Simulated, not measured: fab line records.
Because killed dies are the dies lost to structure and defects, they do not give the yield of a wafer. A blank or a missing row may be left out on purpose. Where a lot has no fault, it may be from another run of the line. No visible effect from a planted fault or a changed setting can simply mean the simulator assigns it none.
The tool behind it: which one?	flow nand-harc	33 wafers from 11 lots sampled at 4 of the route's 1159 steps

WHAT THE GAUGES READ, wafer by wafer
NHARC_A_BONDPAD_CD_MEAS_13.
lot	measured	on	cd-nm (nm)
L465	day 19 06:41	cd-sem-03	497.3 500.6 497.3
L467	day 20 02:04	cd-sem-02	496.2 501.2 498.2
L466	day 20 02:29	cd-sem-01	497.3 496.7 497.9
L468	day 20 12:20	cd-sem-01	499.9 499.0 500.4
L469	day 20 16:02	cd-sem-02	496.0 499.2 500.8
L472	day 21 07:38	cd-sem-02	501.6 502.1 502.2
L471	day 21 12:22	cd-sem-02	499.2 499.6 495.8
L474	day 22 08:05	cd-sem-01	495.7 496.2 495.1
L480	day 23 10:49	cd-sem-01	500.8 500.4 500.7
L481	day 23 11:29	cd-sem-01	492.2 495.3 495.4
L482	day 23 21:24	cd-sem-02	503.2 501.3 498.5

WHICH TOOL RAN EACH LOT (tool, then ch and the chambers of the sampled wafers, then the start)
lot	NHARC_A_M1_STRIP_18	NHARC_A_M1_ANNEAL_31	NHARC_A_BONDPAD_ETCH_34
L465	rie-diel-08 ch 0,1, day 19 01:47	rtp-anneal-02 ch 0, day 19 03:13	rie-diel-02 ch 2,3, day 19 06:27
L467	rie-diel-04 ch 0,2,3, day 19 21:20	rtp-anneal-02 ch 0, day 19 22:47	rie-diel-05 ch 0,1,2, day 20 01:50
L466	rie-diel-08 ch 1,2, day 19 21:35	rtp-anneal-01 ch 0, day 19 23:02	rie-diel-02 ch 0,1,2, day 20 02:16
L468	rie-diel-04 ch 1,3, day 20 07:28	rtp-anneal-01 ch 0, day 20 08:58	rie-diel-07 ch 0,2, day 20 12:06
L469	rie-diel-13 ch 0,1,2, day 20 11:16	rtp-anneal-02 ch 0, day 20 12:34	rie-diel-02 ch 2,3, day 20 15:47
L472	rie-diel-13 ch 0,1, day 21 02:29	rtp-anneal-01 ch 0, day 21 04:00	rie-diel-07 ch 0,1,2, day 21 07:24
L471	rie-diel-04 ch 0,1, day 21 07:34	rtp-anneal-01 ch 0, day 21 09:03	rie-diel-02 ch 1,2,3, day 21 12:07
L474	rie-diel-08 ch 1,3, day 22 03:10	rtp-anneal-02 ch 0, day 22 04:40	rie-diel-05 ch 1,2,3, day 22 07:47
L480	rie-diel-04 ch 0,2,3, day 23 05:14	rtp-anneal-01 ch 0, day 23 07:34	rie-diel-02 ch 2,3, day 23 10:35
L481	rie-diel-04 ch 1,2,3, day 23 06:19	rtp-anneal-01 ch 0, day 23 08:08	rie-diel-05 ch 1,2,3, day 23 11:14
L482	rie-diel-04 ch 0,2,3, day 23 16:17	rtp-anneal-02 ch 0, day 23 17:47	rie-diel-02 ch 0,2,3, day 23 21:11
- NHARC_A_M1_STRIP_18: strips in N2/H2.
- NHARC_A_M1_ANNEAL_31: time 90 s.
- NHARC_A_BONDPAD_ETCH_34: etches the open film in N2/H2, target depth 60 nm, overetch 18 nm, time 65.91 s.

THE ANSWER, worked out from the rows above alone
Rule: the usual values come from the lots themselves. The widest of any qualifying gaps counts: lots, ordered by their means at a reading, are off when they make up no more than a third of the lots, leave a main group of 4 or more, and stand apart from it by 3 or more times the standard deviation of that group's means. If all means in a main group match to the digits the tables above print for the reading, that group is not used. A lot without any number at a reading at which 4 lots or more have one is off too. The other lots that the step has rows for count as sound.
Across all readings shown, no lot is off: no conclusion can be drawn from this.

WHAT HAD BEEN PUT IN BY THE SIMULATOR
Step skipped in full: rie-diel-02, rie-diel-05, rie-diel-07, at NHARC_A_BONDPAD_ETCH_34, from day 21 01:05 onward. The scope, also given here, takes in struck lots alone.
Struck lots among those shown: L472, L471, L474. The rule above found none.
